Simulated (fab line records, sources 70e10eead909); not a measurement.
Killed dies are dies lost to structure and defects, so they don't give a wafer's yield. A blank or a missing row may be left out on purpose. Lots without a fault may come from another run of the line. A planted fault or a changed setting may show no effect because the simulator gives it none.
Chamber matching | flow nand_harc | NHARC_A_BONDPAD_CMP_19 on cmp-01: 4 sister chambers
The step polishes, t overpolish 30 s, cu recess touch 16 s, target thk 169.82 nm. 4 wafers are shown with their chamber, then 12 later ones without.

WAFERS WITH THEIR CHAMBER
wafer  | chamber | motor_current_A (A)
L083.4 | 3       | 11.8
L084.6 | 0       | 12.6
L090.4 | 1       | 12.7
L090.5 | 2       | 14.6

WAFERS WITHOUT THEIR CHAMBER
wafer  | motor_current_A (A)
L091.1 | 12.5
L091.3 | 12.8
L091.4 | 10.7
L092.2 | 12.5
L092.3 | 12.0
L092.4 | 15.1
L094.1 | 11.5
L094.4 | 12.4
L094.6 | 14.5
L097.1 | 12.1
L097.2 | 13.2
L097.3 | 12.5

WHICH CHAMBER EACH WENT THROUGH
wafer  | from the rows above          | in truth
L091.1 | can't be placed: 0 or 1 or 3 | 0
L091.3 | can't be placed: 1 or 0      | 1
L091.4 | can't be placed: 3 or 0      | 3
L092.2 | can't be placed: 0 or 1 or 3 | 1
L092.3 | can't be placed: 3 or 0 or 1 | 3
L092.4 | 2                            | 2
L094.1 | can't be placed: 3 or 0      | 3
L094.4 | can't be placed: 0 or 1 or 3 | 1
L094.6 | 2                            | 2
L097.1 | can't be placed: 3 or 0 or 1 | 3
L097.2 | can't be placed: 1 or 0      | 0
L097.3 | can't be placed: 0 or 1 or 3 | 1
Placed correctly: 2 of 12. Can't be placed from these rows: 10 (the true chamber is among the candidates in 10). Placed wrongly: 0.
How it was worked out, from the rows above alone: a wafer's distance from a chamber is the root of the sum, over the readings, of the square of ((its reading less the chamber's mean) divided by the reading's scatter). The wafer belongs to the nearest chamber; if the next one is less than 2 further off, it can't be placed. A chamber's mean is the mean of its shown wafers. The scatter: with one shown wafer a chamber, the root of the mean of the squares of how far each hidden wafer lies from its nearest shown one.
